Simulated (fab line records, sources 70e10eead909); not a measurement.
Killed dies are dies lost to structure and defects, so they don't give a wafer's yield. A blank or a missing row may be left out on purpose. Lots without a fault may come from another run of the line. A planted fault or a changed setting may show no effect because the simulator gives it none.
Which tool did it? | flow nand_harc | 14 lots, 42 wafers sampled, at 5 steps of a route of 1302

WHAT THE GAUGES READ, wafer by wafer
NHARC_P_ZERO_WELL_CD_MEAS_24: target cd 720 nm. Usual: cd_nm 719.8 nm, standard deviation 1.9.
lot  | measured     | on        | cd_nm (nm)        | flag
L301 | day 2 08:29  | cd_sem-03 | 723.8 725.6 721.8 |
L302 | day 2 18:34  | cd_sem-03 | 719.4 718.7 718.2 |
L304 | day 3 14:29  | cd_sem-02 | 716.6 715.4 717.6 |
L305 | day 4 00:35  | cd_sem-01 | 718.0 718.6 718.2 |
L307 | day 4 21:01  | cd_sem-01 | 719.5 717.7 719.2 |
L308 | day 5 06:41  | cd_sem-01 | 721.0 722.4 719.3 |
L309 | day 5 16:44  | cd_sem-03 | 719.6 719.1 717.9 |
L310 | day 6 02:31  | cd_sem-02 | 721.0 721.3 723.3 |
L311 | day 6 12:35  | cd_sem-02 | 718.1 719.1 719.4 |
L312 | day 6 23:09  | cd_sem-02 | 718.7 721.1 720.8 |
L313 | day 7 08:22  | cd_sem-03 | 719.0 720.7 720.9 |
L314 | day 7 18:39  | cd_sem-02 | 717.3 719.2 717.3 |
L322 | day 11 02:28 | cd_sem-01 | - - -             | OFF
L323 | day 11 12:35 | cd_sem-02 | - - -             | OFF

NHARC_P_ZERO_WELL_INSPECT_43. Usual: raw_defect_count 14, standard deviation 6.1.
lot  | measured     | on                | raw_defect_count | flag
L301 | day 2 13:29  | defect_inspect-01 | 7 13 5           |
L302 | day 2 23:48  | defect_inspect-01 | 16 12 16         |
L304 | day 3 19:26  | defect_inspect-02 | 20 21 9          |
L305 | day 4 05:46  | defect_inspect-02 | 22 25 16         |
L307 | day 5 01:59  | defect_inspect-02 | 10 11 9          |
L308 | day 5 11:48  | defect_inspect-02 | 31 25 21         |
L309 | day 5 21:50  | defect_inspect-02 | 13 19 10         |
L310 | day 6 07:22  | defect_inspect-02 | 8 14 12          |
L311 | day 6 17:34  | defect_inspect-02 | 14 7 13          |
L312 | day 7 04:16  | defect_inspect-02 | 10 16 10         |
L313 | day 7 13:28  | defect_inspect-01 | 19 9 22          |
L314 | day 7 23:48  | defect_inspect-02 | 11 13 17         |
L322 | day 11 08:08 | defect_inspect-02 | 1119 1047 1128   | OFF
L323 | day 11 17:33 | defect_inspect-01 | 1082 1075 1055   | OFF

NHARC_P_STI_OCD_MEAS_43. Usual: trench_depth_nm 300 nm, standard deviation 4.4; trench_foot_cd_nm 158.3 nm, standard deviation 2.1.
lot  | measured    | on     | trench_depth_nm (nm) | trench_foot_cd_nm (nm) | flag
L301 | day 3 09:53 | ocd-02 | 302 298 303          | 154.3 155.7 152.0      |
L302 | day 3 17:41 | ocd-02 | 300 299 298          | 156.0 156.9 159.2      |
L304 | day 4 14:12 | ocd-01 | 289 296 300          | 161.6 161.6 156.5      |
L305 | day 4 23:54 | ocd-01 | 300 304 301          | 158.4 159.4 157.3      |
L307 | day 5 18:49 | ocd-01 | 305 308 299          | 153.2 157.3 157.8      |
L308 | day 6 04:58 | ocd-02 | 299 308 301          | 158.7 156.9 154.5      |
L309 | day 6 15:31 | ocd-02 | 306 302 307          | 158.8 159.2 156.8      |
L310 | day 7 02:40 | ocd-02 | 297 308 299          | 157.3 159.0 159.0      |
L311 | day 7 11:59 | ocd-01 | 301 304 306          | 154.7 159.3 156.5      |
L312 | day 7 22:54 | ocd-02 | 299 289 297          | 160.1 158.0 157.2      |
L313 | day 8 06:24 | ocd-02 | 301 305 303          | 157.3 157.5 159.9      |
L314 | day 8 16:38 | ocd-02 | 304 303 300          | 156.8 158.8 159.9      |

NHARC_P_GATE_INSPECT_28. Usual: raw_defect_count 6.2, standard deviation 3.
lot  | measured     | on                | raw_defect_count | flag
L301 | day 5 13:45  | defect_inspect-02 | 10 7 6           |
L302 | day 5 22:01  | defect_inspect-02 | 8 9 4            |
L304 | day 6 10:36  | defect_inspect-02 | 9 9 6            |
L305 | day 6 23:25  | defect_inspect-02 | 9 6 9            |
L307 | day 7 22:28  | defect_inspect-01 | 7 7 9            |
L308 | day 8 11:29  | defect_inspect-02 | 11 14 10         |
L309 | day 8 21:16  | defect_inspect-01 | 3 10 12          |
L310 | day 9 07:58  | defect_inspect-02 | 4 4 12           |
L311 | day 9 12:44  | defect_inspect-02 | 4 2 4            |
L312 | day 10 02:37 | defect_inspect-02 | 4 5 8            |
L313 | day 10 07:05 | defect_inspect-02 | 6 11 3           |
L314 | day 10 21:56 | defect_inspect-01 | 2 5 3            |

WHICH TOOL RAN EACH LOT (tool, then ch and the chambers of the sampled wafers, then the start)
lot  | NHARC_P_ZERO_WELL_EXPOSE_21
L301 | krf_scanner-04 ch 0, day 2 08:20
L302 | krf_scanner-03 ch 0, day 2 18:25
L304 | krf_scanner-03 ch 0, day 3 14:19
L305 | krf_scanner-02 ch 0, day 4 00:26
L307 | krf_scanner-04 ch 0, day 4 20:52
L308 | krf_scanner-03 ch 0, day 5 06:32
L309 | krf_scanner-02 ch 0, day 5 16:35
L310 | krf_scanner-03 ch 0, day 6 02:22
L311 | krf_scanner-02 ch 0, day 6 12:26
L312 | krf_scanner-02 ch 0, day 6 23:00
L313 | krf_scanner-02 ch 0, day 7 08:12
L314 | krf_scanner-03 ch 0, day 7 18:30
L322 | krf_scanner-02, day 11 02:19
L323 | krf_scanner-03, day 11 12:26
- NHARC_P_ZERO_WELL_EXPOSE_21: exposes mask P NWELL, target cd 720 nm.

WHAT THE TOOLS THEMSELVES READ (means of the sampled wafers that have a number; where no wafer has one, the mark that the record gives instead)
NHARC_P_ZERO_WELL_EXPOSE_21. Usual: exposure_dose_mJ_cm2 22.311, standard deviation 0.021; focus_offset_nm 0.0 nm, standard deviation 0.54; stage_vel_mm_s 500.05 mm/s, standard deviation 0.25.
lot  | tool           | exposure_dose_mJ_cm2 | focus_offset_nm (nm) | stage_vel_mm_s (mm/s) | flag
L301 | krf_scanner-04 | 22.291               | -0.0                 | 499.90                |
L302 | krf_scanner-03 | 22.308               | 0.1                  | 499.94                |
L304 | krf_scanner-03 | 22.314               | -0.1                 | 500.26                |
L305 | krf_scanner-02 | 22.316               | 0.3                  | 500.09                |
L307 | krf_scanner-04 | 22.317               | -0.3                 | 500.00                |
L308 | krf_scanner-03 | 22.286               | -0.8                 | 500.11                |
L309 | krf_scanner-02 | 22.300               | -0.1                 | 500.36                |
L310 | krf_scanner-03 | 22.301               | -0.1                 | 500.01                |
L311 | krf_scanner-02 | 22.324               | -0.1                 | 500.21                |
L312 | krf_scanner-02 | 22.315               | 0.5                  | 499.87                |
L313 | krf_scanner-02 | 22.313               | 0.0                  | 500.25                |
L314 | krf_scanner-03 | 22.316               | 0.6                  | 499.90                |
L322 | krf_scanner-02 | -                    | -                    | -                     | OFF
L323 | krf_scanner-03 | -                    | -                    | -                     | OFF

THE ANSWER, worked out from the rows above alone
Rule: a lot is off if the mean of its wafers that have a number lies more than 3 standard deviations from the usual mean. A lot without any number at a reading at which 4 lots or more have one is off too. The other lots that the step has rows for count as sound. The gauges are gone through in route order, then the tools' own readings, and for those a lot's mean is taken as printed above. The first step at which some lot is off is used, and at that step the reading that is off furthest; a lot without a number counts as furthest.
Off: L322, L323, at NHARC_P_ZERO_WELL_CD_MEAS_24 (cd_nm). Without a number there: L322, L323.
A tool fits if, at a process step before that reading, it ran every lot that is off, and no sound lot after the first of them. The gauges at NHARC_P_ZERO_WELL_CD_MEAS_24 aren't tried: what is off there is off at NHARC_P_ZERO_WELL_INSPECT_43 too, on other tools, and a gauge's error can't cause that. None of those tried fits.

WHAT THE SIMULATOR HAD PUT IN
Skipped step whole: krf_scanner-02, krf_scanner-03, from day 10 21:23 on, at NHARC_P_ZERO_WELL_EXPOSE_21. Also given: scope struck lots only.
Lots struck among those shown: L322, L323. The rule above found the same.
